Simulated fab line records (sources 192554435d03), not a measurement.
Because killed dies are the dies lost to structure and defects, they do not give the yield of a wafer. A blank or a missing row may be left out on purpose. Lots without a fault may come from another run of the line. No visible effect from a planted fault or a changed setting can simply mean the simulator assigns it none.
fab line records	flow n5_finfet
record: lots: 4	wafers: 12	last_day: 20
route steps=1938 shown BEOL_M4@1099 BEOL_M5@1112 BEOL_M10@1470 PASSIVATION@1936
lots untouched by any fault: they come from a run of this same line in which no faults occurred
start_h: start of the lot's first displayed wafer, in hours after the record's first day	wait_h: how many hours have passed since the lot's step before this one	" as in the row above	L1.1+2: several wafers, shown together as one row	- either no value or no given start	* or withheld: withheld	< > ~ a bound
route shown NAME@n: names a module that has steps shown in the file, with the first one's number in the route	usual: average and standard deviation across the fault-free wafers	same: alike in all rows	chamber/n: place in a boat	sites: per-site readings	_std_site: how widely they spread, as a standard deviation	_edge_site: outer sites' mean less inner sites'	radius_mm: for every site, how far away it sits from the centre of the wafer	mask NAME#n: copy n	behind: the most recent tool/chamber to have shaped the wafer	hold: what put the lot on hold/how long, in hours/how the hold closed	device: the n, p or np transistor that did not switch	end of line: at the end of the route, the tests of the same wafers	a step given without rows: its recipe and nothing more	killed: dies that structure and defects cost at the first sort, which is not the same as the wafer's yield	map: dies across one wafer; x = killed, . = not, _ = none there
set.NAME: the setting as run; set.NAME@STEP: as run at that earlier step	model.NAME: the simulator's own value behind a step, which no gauge read
lots at some steps of the route; a table a step, a row a wafer
services: the hour from which a tool's chamber was out of use, counted from the record's first day as start_h (under 0 if before that day), plus the number of hours and why
== steps ==
step: N5_BEOL_M4_ANNEAL_95
recipe: temp_c: 400	time_s: 240	ambient: vacuum
step: N5_BEOL_M4_SPUTTER_96
recipe: material: Cu	target_thk_a: 45	temp_c: -20	chamber_pressure_pa: 0.07	power_w: withheld	time_s: 8.29
step: N5_BEOL_M4_ECD_50
recipe: material: Cu	target_thk_a: 3000
step: N5_BEOL_M4_ANNEAL_51
recipe: temp_c: 225	time_s: 90	ambient: N2
step: N5_BEOL_M4_CMP_52
recipe: stop_on: SiOC	t_overpolish_s: 6.8	down_force_psi: 1	platen_rpm: 50	clearing_platen_down_force_psi: 1.5	clearing_platen_rpm: 50	post_cmp_clean: cu_alkaline	target_thk_nm: 40	clearing_platen_pad_velocity_m_s: 0.99484	pad_velocity_m_s: 0.99484
step: N5_BEOL_M4_PRE_CLEAN_60
recipe: gas: NH3/H2	time_s: 15	temp_c: *	rf_power_w: 300
step: N5_BEOL_M4_CO_CAP_55
recipe: material: Co	target_thk_a: 20	temp_c: 200	precursor: CCTBA/H2	pressure_torr: 30	time_s: 102.1
step: N5_BEOL_M4_PRE_CLEAN_56
recipe: gas: NH3	time_s: 15	temp_c: withheld	rf_power_w: 300
step: N5_BEOL_M4_DEP_57
recipe: material: SiCN	target_thk_a: 80	temp_c: withheld	precursor: 3MS/NH3	pressure_torr: 3	rf_w: 202	time_s: 14
step: N5_BEOL_M4_RC_MEAS_101
usual: DIBL_N: 36.5/2.1	DIBL_P: 36.6/2.6	IOFF_N: 0.17/0.044	IOFF_P: 0.21/0.048	ION_N: 674/17	ION_P: 462/9.5	SS_N: 71.6/0.77	SS_P: 73.5/0.72	VT_N: 250/4.2	VT_P: -250/3.9
lot.wafer	tool	chamber	start_h	wait_h	DIBL_N[mV/V]	DIBL_P[mV/V]	IOFF_N[nA/um]	IOFF_P[nA/um]	ION_N[uA/um]	ION_P[uA/um]	SS_N[mV/dec]	SS_P[mV/dec]	VT_N[mV]	VT_P[mV]
L106.1	prober-02	0	250.55	0.0	35.8	35.9	0.15	0.19	677	464	71.6	74.5	250	-252
L106.3	"	0	"	"	34.4	34.2	0.13	0.17	670	462	70.6	73.3	252	-253
L106.6	"	0	"	"	35.1	35.7	0.15	0.19	686	465	71.4	73.3	249	-252
L120.1	prober-02	0	339.33	0.0	34.6	34.2	0.13	0.18	663	459	71.0	72.8	254	-249
L120.5	"	0	"	"	32.9	32.6	0.10	0.16	651	451	70.6	72.4	257	-253
L120.6	"	0	"	"	36.7	37.1	0.17	0.22	676	464	70.9	73.0	251	-249
L119.1	prober-02	0	345.98	0.0	38.3	40.5	0.25	0.38	690	478	72.9	74.8	242	-240
L119.3	"	0	"	"	35.2	33.6	0.15	0.20	658	449	72.6	72.4	251	-249
L119.6	"	0	"	"	37.8	39.6	0.23	0.31	710	485	72.4	74.4	244	-243
L121.2	prober-01	0	349.58	0.2	35.7	35.2	0.14	0.15	662	452	71.3	72.9	256	-257
L121.3	"	0	"	"	35.8	36.3	0.14	0.18	667	459	70.6	72.9	254	-253
L121.5	"	0	"	"	33.6	35.2	0.10	0.16	652	458	70.4	73.0	256	-254
step: N5_BEOL_M5_ILD_DEP_00
recipe: material: SiCOH_lowk	target_thk_a: 1406.4	temp_c: 300	precursor: DEMS/porogen	pressure_torr: 5	rf_w: 500	time_s: 25.9
step: N5_BEOL_M5_CURE_79
recipe: temp_c: 385	time_s: 240	ambient: He/Ar	material: SiCOH_lowk
step: N5_BEOL_M5_PECVD_70
recipe: material: SiO2	target_thk_a: 160	temp_c: 400	precursor: TEOS/O2	pressure_torr: 5.5	rf_w: 450	teos_flow_sccm: 53.8	gas: O2	flow_sccm: 3000	time_s: 18
step: N5_BEOL_M5_HM_DEP_02
recipe: material: TiN	target_thk_a: 200	temp_c: 25	chamber_pressure_pa: 0.49996
step: N5_BEOL_M5_COAT_59
recipe: resist: SOC	temp_c: 250	time_s: 60	spin_rpm: 1500	resist_thk_nm: 60
step: N5_BEOL_M5_COAT_60
recipe: resist: SiARC	temp_c: 220	time_s: 60	spin_rpm: 1500	resist_thk_nm: 12
step: N5_BEOL_M5_COAT_71
recipe: resist: underlayer	temp_c: 205	time_s: 60	spin_rpm: 1500	resist_thk_nm: 5
step: N5_BEOL_M5_COAT_05
recipe: resist: CAR-EUV	spin_rpm: 1500	resist_thk_nm: 30
step: N5_BEOL_M5_EBR_07
recipe: solvent: PGMEA	ebr_width_mm: 1.5
step: N5_BEOL_M5_SOFTBAKE_06
recipe: temp_c: 110	time_s: 60	resist: CAR-EUV
step: N5_BEOL_M5_EXPOSE_08
recipe: mask_id: M5	na: 0.33	source_shape: annular	sigma_inner: 0.4	sigma_outer: 0.8	polarization: unpolarized	target_cd_nm: 28	dose_mj: 35.75
step: N5_BEOL_M5_PEB_09
recipe: peb_temp_c: 100	peb_time_s: 60	resist: CAR-EUV
step: N5_BEOL_M5_DEVELOP_10
recipe: develop_time_s: 30	developer: TMAH	resist: CAR-EUV	rinse_liquid: surfactant_rinse	dry: air_spin	dev_temp_c: 23
step: N5_BEOL_M5_DESCUM_16
recipe: chemistry: O2	time_s: 7	source_power_w: 50	bias_power_w: 20	pressure_mtorr: 20	rf_frequency_hz: 2.712e+07	temp_c: 40	resist: CAR-EUV	o2_flow_sccm: 225
step: N5_BEOL_M5_ETCH_72
recipe: chemistry: N2/H2	target: underlayer	target_depth_a: 65	mask_material: CAR-EUV	time_s: 5.2	ion_energy_ev: 200	pressure_mtorr: 30	source_w: 840	bias_w: 150	n2_flow_sccm: 200	h2_flow_sccm: 200	ends: cleared
step: N5_BEOL_M5_ETCH_61
recipe: chemistry: CF4	target: SiARC	target_depth_a: 156	mask_material: CAR-EUV	time_s: 26	ion_energy_ev: 80	pressure_mtorr: 40	source_w: 545	bias_w: 36	Ar_flow_sccm: 100	cf4_flow_sccm: 100	ends: cleared
step: N5_BEOL_M5_ETCH_62
recipe: chemistry: N2/H2	target: SOC	target_depth_a: 750	overetch_a: 150	mask_material: SiARC	temp_c: 40	time_s: 112.5	ion_energy_ev: 200	pressure_mtorr: 30	source_w: 840	bias_w: 150	n2_flow_sccm: 200	h2_flow_sccm: 200
step: N5_BEOL_M5_STRIP_63
recipe: chemistry: N2/H2	temp_c: 40	n2_flow_sccm: 200	h2_flow_sccm: 200	rf_frequency_hz: 6e+07
step: N5_BEOL_M5_STRIP_73
recipe: chemistry: N2/H2	temp_c: 40	n2_flow_sccm: 200	h2_flow_sccm: 200	rf_frequency_hz: 6e+07
step: N5_BEOL_M5_STRIP_64
recipe: chemistry: CF4	resist: SiARC	power_w: 300	bias_power_w: 75	pressure_mtorr: 50	cf4_flow_sccm: 150	rf_frequency_hz: 6e+07
step: N5_BEOL_M5_HM_OPEN_17
recipe: chemistry: Cl2/BCl3	target_depth_a: 200	overetch_a: 60	target: TiN	mask_material: SOC	ion_energy_ev: 150	pressure_mtorr: 10	icp_w: 1000	bias_w: 126	Cl2_flow_sccm: 53.25	bcl3_flow_sccm: 21.75	Ar_flow_sccm: 25
step: N5_BEOL_M5_STRIP_19
recipe: chemistry: O2	power_w: 400	temp_c: 40	pressure_mtorr: 30	rf_frequency_hz: 6e+07	bias_power_w: 0	overash_fraction: 0.2	o2_flow_sccm: 225
step: N5_BEOL_M5_COAT_65
recipe: resist: SOC	temp_c: 250	time_s: 60	spin_rpm: 1500	resist_thk_nm: 60
step: N5_BEOL_M5_COAT_66
recipe: resist: SiARC	temp_c: 220	time_s: 60	spin_rpm: 1500	resist_thk_nm: 12
step: N5_BEOL_M10_ILD_DEP_00
recipe: material: SiCOH_lowk	target_thk_a: 3085.1	temp_c: 300	precursor: DEMS/porogen	pressure_torr: 5	rf_w: 500	time_s: 58
usual: heater_power_w: 331/71	showerhead_plenum_p_Torr: 5.740/0.02	throttle_valve_pct: 14.3/1.1
same: time_s: 58
lot.wafer	tool	chamber	start_h	wait_h	heater_power_w	showerhead_plenum_p_Torr	since_wet_clean_h	throttle_valve_pct
L106.1	pecvd-04	1	297.86	0.2	330	5.741	2089	17.0
L106.3	"	0	"	"	327	5.769	1364	14.3
L106.6	"	0	"	"	330	5.770	-	14.2
L120.1	pecvd-04	2	389.75	0.0	307	5.713	702	13.8
L120.5	"	2	"	"	329	5.713	-	13.9
L120.6	"	0	"	"	309	5.789	-	14.3
L121.2	pecvd-01	1	402.59	0.0	233	5.750	2013	13.9
L121.3	"	0	"	"	296	5.728	1288	14.5
L121.5	"	2	"	"	315	5.746	-	13.5
L119.1	pecvd-04	0	407.61	0.0	298	5.752	1474	14.2
L119.3	"	0	"	"	311	5.783	-	14.3
L119.6	"	0	"	"	316	5.748	-	14.3
step: N5_BEOL_M10_THK_MEAS_01
recipe: reads: SiCOH_lowk_of_BEOL_M10_ILD_DEP_00
usual: M10_ILD_THK: 269/4.4
lot.wafer	tool	chamber	start_h	wait_h	M10_ILD_THK[nm]
L106.1	film_metro-02	-	298.46	0.4	264
L106.3	"	-	"	"	271
L106.6	"	-	"	"	274
L120.1	film_metro-02	-	391.12	0.4	265
L120.5	"	-	"	"	270
L120.6	"	-	"	"	225
L121.2	film_metro-02	-	403.18	0.4	271
L121.3	"	-	"	"	267
L121.5	"	-	"	"	274
L119.1	film_metro-02	-	408.22	0.4	219
L119.3	"	-	"	"	225
L119.6	"	-	"	"	223
step: N5_PASSIVATION_PROBE_49
usual: defect_limited_yield: 91.2/1.5	killed_at_M0_to_M3: 36/10	killed_at_M4_up: 14/5.2	killed_at_contacts: 12/6	killed_at_front_end: 37/10	killed_at_other: 4/3.3	killed_dies: 104/18	killed_on_rim: 14/4.1	killed_open: 68/14	killed_short: 34/7.4	sort_bin_4_leakage: 0.01/0.04	sort_bin_5_function: 5.2/1	sort_bin_6_memory: 3.3/0.7	sort_n_pass: 1076/18	sort_yield_pct: 91.2/1.5
same: gross_dies: 1180	killed_at_back_side: 0	sort_bin_8_speed[%]: 0
lot.wafer	tool	chamber	start_h	wait_h	defect_limited_yield[%]	killed_at_M0_to_M3	killed_at_M4_up	killed_at_contacts	killed_at_front_end	killed_at_other	killed_dies	killed_on_rim	killed_open	killed_short	sort_bin_4_leakage[%]	sort_bin_5_function[%]	sort_bin_6_memory[%]	sort_n_pass	sort_yield_pct[%]
L106.1	prober-02	-	348.15	0.0	89.5	59	13	14	32	6	124	20	88	34	0	7.4	2.9	1056	89.5
L106.3	prober-02	-	348.25	0.1	89.2	36	21	19	43	8	127	17	88	37	0	6.4	4.0	1053	89.2
L106.6	prober-02	-	348.40	0.3	87.2	71	21	10	39	10	151	24	110	39	0	7.9	4.6	1029	87.2
L121.2	prober-01	-	478.25	0.1	92.2	48	16	3	23	2	92	12	57	34	0	4.9	2.7	1088	92.2
L121.3	prober-01	-	478.30	0.1	91.7	42	9	6	29	12	98	6	60	37	0	4.9	3.1	1082	91.7
L121.5	prober-01	-	478.40	0.2	92.5	18	15	7	46	3	89	10	58	30	0	5.2	2.3	1091	92.5
L120.1	prober-01	-	481.79	0.0	95.1	13	10	4	29	2	58	9	41	17	0	2.9	1.9	1122	95.1
L120.5	prober-01	-	481.99	0.2	93.6	16	15	10	31	3	75	8	51	24	0	4.5	1.8	1105	93.6
L120.6	prober-01	-	482.04	0.3	90.0	27	50	6	32	3	118	50	55	28	0	3.7	2.9	1062	90.0
L119.1	prober-02	-	488.66	0.0	72.0	42	222	25	28	13	330	152	82	32	0.08	5.5	3.9	849	71.9
L119.3	prober-02	-	488.76	0.1	81.4	35	140	27	16	2	220	130	65	21	0	4.9	2.2	960	81.4
L119.6	prober-02	-	488.91	0.3	69.5	55	248	9	43	5	360	152	74	47	0	5.8	4.4	820	69.5
killed by level:class
L106.1 BEOL_M2:geometric_particle:open=17 MOL_CONTACT_COAG:geometric_particle:open=10 BEOL_M1:geometric_particle:open=9 STI_FIN_REVEAL:geometric_particle:open=9 BEOL_M0_SAQP:geometric_particle:open=8 FIN_SAQP:geometric_particle:short=7 BEOL_M0:geometric_particle:open=7 BEOL_M0_SAQP:geometric_particle:short=6
L106.3 MOL_CONTACT_COAG:geometric_particle:open=17 BEOL_M4:geometric_particle:open=14 BEOL_M3:geometric_particle:open=11 ILD0:geometric_particle:short=9 DUMMY_GATE:geometric_particle:open=8 BEOL_M2:geometric_particle:open=7 MIM_TOP_ETCH:geometric_particle:short=6 GATE_CUT:geometric_particle:short=5
L106.6 BEOL_M0_SAQP:geometric_particle:open=16 BEOL_M3:geometric_particle:open=15 BEOL_M0_SAQP:geometric_particle:short=14 STI_FIN_REVEAL:geometric_particle:open=10 BEOL_M4:geometric_particle:open=9 FIN_SAQP:geometric_particle:open=8 BEOL_M2:geometric_particle:open=8 MOL_CONTACT_COAG:geometric_particle:open=8
L121.2 BEOL_M2:geometric_particle:open=13 BEOL_M3:geometric_particle:open=8 BEOL_M2:geometric_particle:short=7 STI_FIN_REVEAL:geometric_particle:open=6 BEOL_M0_SAQP:geometric_particle:short=6 BEOL_M4:geometric_particle:open=6 STI_FIN_REVEAL:geometric_particle:short=5 BEOL_M0_SAQP:geometric_particle:open=5
L121.3 BEOL_M0_SAQP:geometric_particle:open=10 GATE_CUT:geometric_particle:short=7 BEOL_M1:geometric_particle:open=7 MOL_CONTACT_COAG:geometric_particle:open=6 BEOL_M0_SAQP:geometric_particle:short=6 FIN_SAQP:geometric_particle:short=5 BEOL_M2:geometric_particle:open=5 MIM_TOP_ETCH:geometric_particle:open=5
L121.5 STI_FIN_REVEAL:geometric_particle:open=12 GATE_CUT:geometric_particle:open=7 BEOL_M4:geometric_particle:open=7 MOL_CONTACT_COAG:geometric_particle:open=6 BEOL_M2:geometric_particle:open=6 STI_FIN_REVEAL:geometric_particle:short=5 STARTING-WAFER:geometric_particle:short=4 FIN_SAQP:geometric_particle:short=3
L120.1 DUMMY_GATE:geometric_particle:open=9 BEOL_M3:geometric_particle:open=6 FIN_SAQP:geometric_particle:open=5 FIN_SAQP:geometric_particle:short=5 BEOL_M4:geometric_particle:open=4 MOL_CONTACT_COAG:geometric_particle:open=3 STARTING-WAFER:geometric_particle:open=3 DUMMY_GATE:geometric_particle:short=2
L120.5 MOL_CONTACT_COAG:geometric_particle:open=8 STI_FIN_REVEAL:geometric_particle:open=5 BEOL_M3:geometric_particle:open=5 FIN_SAQP:geometric_particle:short=4 DUMMY_GATE:geometric_particle:open=4 BEOL_M0_SAQP:geometric_particle:open=4 BEOL_M7:geometric_particle:open=4 STARTING-WAFER:geometric_particle:short=4
L120.6 BEOL_M10:area_dep=35 BEOL_M2:geometric_particle:open=8 MOL_CONTACT_COAG:geometric_particle:open=6 FIN_SAQP:geometric_particle:short=5 STI_FIN_REVEAL:geometric_particle:open=5 DUMMY_GATE:geometric_particle:open=5 BEOL_M0_SAQP:geometric_particle:short=5 STARTING-WAFER:geometric_particle:short=4
L119.1 BEOL_M10:area_dep=214 MOL_CONTACT_COAG:geometric_particle:open=25 FIN_SAQP:geometric_particle:open=11 BEOL_M0_SAQP:geometric_particle:short=11 BEOL_M2:geometric_particle:open=9 BEOL_M0_SAQP:geometric_particle:open=8 BEOL_M3:geometric_particle:open=6 STI_FIN_REVEAL:geometric_particle:open=4
L119.3 BEOL_M10:area_dep=133 MOL_CONTACT_COAG:geometric_particle:open=22 BEOL_M2:geometric_particle:open=7 FIN_SAQP:geometric_particle:open=6 BEOL_M1:geometric_particle:open=6 BEOL_M0_SAQP:geometric_particle:open=6 STI_FIN_REVEAL:geometric_particle:open=5 MOL_CONTACT_COAG:geometric_particle:short=5
L119.6 BEOL_M10:area_dep=237 BEOL_M0_SAQP:geometric_particle:open=16 BEOL_M0_SAQP:geometric_particle:short=15 FIN_SAQP:geometric_particle:short=14 FIN_SAQP:geometric_particle:open=12 DUMMY_GATE:geometric_particle:open=6 MOL_CONTACT_COAG:geometric_particle:open=6 BEOL_M3:geometric_particle:open=6
map L119.6 (x killed, . not)
_________________xxxxxxxxxxxx________________
______________xxxxxxxxxxxxxxxxxx_____________
___________xxxxxxxx.....x....xxxxxx__________
__________xxxx.............x....xxxx_________
________xxxx......x...............xxxx_______
_______xxxx.......x.x.x.........x..xxxx______
______xxx......x...x...............x.xxx_____
_____xxx...........xx.....x...........xxx____
____xxx.................x..............xxx___
___xxxx.x........xx.........x...........xxx__
___xxx...........x......x..xx..x...x.....xx__
__xxxx..x....x....x.x....................xxx_
__xxx..x..............x...................xx_
_xxx...x....x.............................xxx
_xxx..........x.x..........x.....x........xxx
_xxxx...........................x...x.x...xxx
_xxx................xxx.x.........x.......xxx
_xxx.........x........x....x......x..x..xx.xx
_xxx...x......xx...............x.x....x...xxx
_xxx...x............x.....x.x.............xxx
_xxxx.........x.......x......x.x..........xxx
__xxx..xx...x..................x...x......xx_
__xxx....................................xxx_
___xxx.x......x.....x..x.................xx__
___xxx..............x.....x............xxxx__
____xxx......x.x....x.....x........x...xxx___
_____xxx...x....................x....xxxx____
______xxxx...x.......................xxx_____
_______xxxx.x.......x....x.x.....xx.xxx______
________xxxxx..x..................xxxx_______
__________xxxx..................xxxx_________
___________xxxxxxx...........xxxxxx__________
______________xxxxxxxxxxxxxxxxxx_____________
_________________xxxxxxxxxxxx________________
map L120.6 (x killed, . not)
_________________x.x.......xx________________
______________....xx....x......x_____________
___________x......................x__________
__________.........................._________
________x..........x.................x_______
_______xx...........x.....x...........x______
______...............x.....x...x........_____
_____........................x......x...x____
____xx................................x..x___
___x...x........x......x..x...x...........x__
___x........................x.............x__
__...x....x.......x...............x........x_
__......................x..................._
_x...................x..........x...........x
_x.x........................x...xx....x.....x
_x..........................................x
_....x..........................x...xxx.x...x
_x...............x.............x............x
_.x.....................x...x...x...........x
_.............................x......x......x
_x..x......................xx..x............x
__...x..........x..........................x_
__............x...x........................x_
___........x.x......x..............x.......__
___x.x.x...............................xx.x__
____...........................x.x.......x___
_____x..x...............................x____
______.................................x_____
_______......x.........................______
________.x...........xx..............._______
__________x....................x...._________
___________x..x...................x__________
______________.......x......x..._____________
_________________x..........x________________
== services ==
tool	chamber	start_h	hours	kind
pecvd-01	-	295.80	14.6	pm
pecvd-01	1	366.46	4.7	repair
pecvd-04	1	382.92	3.5	repair
pecvd-04	1	386.68	-	clean
pecvd-04	1	386.68	-	consumable_replace:showerhead
pecvd-04	1	386.68	29.0	scheduled_down
pecvd-04	1	386.68	29.0	vent_cycle
== key ==
first_sign: step: N5_BEOL_M10_THK_MEAS_01	reading: M10_ILD_THK	direction: down	sigmas: 10	usual: 269	struck: 223
effect: step: N5_PASSIVATION_PROBE_49	reading: killed_at_M4_up	direction: up	sigmas: 29	usual: 14	struck: 165
more_kills_born_at: N5_BEOL_M10_ILD_DEP_00@pecvd-04: 619
met_at N5_BEOL_M10_ILD_DEP_00
struck_wafers L119.1,L119.3,L119.6,L120.6
onset_between 297.86 389.75
fault: kind: site_profile_drift	tool: pecvd-04	chamber: 0	onset_h: 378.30	steps: N5_BEOL_M10_ILD_DEP_00	basis: fraction	max_abs_drift: 0.35486	slope_share_per_hr: 78.857	site_pattern: 0,0,0,0,0,-1,-1,-1,-1
